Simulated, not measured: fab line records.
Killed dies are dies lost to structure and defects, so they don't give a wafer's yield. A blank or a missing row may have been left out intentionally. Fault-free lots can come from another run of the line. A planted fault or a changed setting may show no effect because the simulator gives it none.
Matching of chambers ; flow nand-harc ; NHARC_P_M1_CMP_23 on cmp-02: 4 sister chambers
The step polishes, t overpolish 20 s, target thk 157.82 nm. 4 wafers are shown with their chamber, then 9 later ones without.

WAFERS, EACH WITH ITS CHAMBER
wafer;chamber;motor-current-A (A)
L081.6;3;12.0
L090.1;1;12.0
L090.3;0;12.7
L090.5;2;12.6

WAFERS WHOSE CHAMBER IS MISSING
wafer;motor-current-A (A)
L091.1;12.2
L091.2;12.0
L091.5;12.0
L093.1;11.9
L093.5;11.6
L093.6;12.4
L094.1;13.5
L094.4;11.9
L094.6;12.1

THE CHAMBER EACH PASSED THROUGH
wafer;from the rows above;in truth
L091.1;can't be placed: 1 or 3 or 2 or 0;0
L091.2;can't be placed: 1 or 3 or 2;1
L091.5;can't be placed: 1 or 3 or 2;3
L093.1;can't be placed: 1 or 3 or 2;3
L093.5;can't be placed: 1 or 3 or 2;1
L093.6;can't be placed: 2 or 0 or 1 or 3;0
L094.1;can't be placed: 0 or 2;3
L094.4;can't be placed: 1 or 3 or 2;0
L094.6;can't be placed: 1 or 3 or 2 or 0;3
Placed correctly: 0 of 9. Cannot be placed on the basis of these rows: 9; the candidates contain the true chamber in 7. Wrongly placed: 0.
How it was worked out, from the rows above alone: a wafer's distance from a chamber is the root of the sum, over the readings, of the square of ((its reading less the chamber's mean) divided by the reading's scatter). If the next closest chamber is less than 2 further off than the closest, the wafer can't be placed; otherwise it belongs to the closest. The mean given for a chamber averages the wafers shown for that chamber. The scatter: with one shown wafer a chamber, the root of the mean of the squares of how far each hidden wafer lies from its nearest shown one.
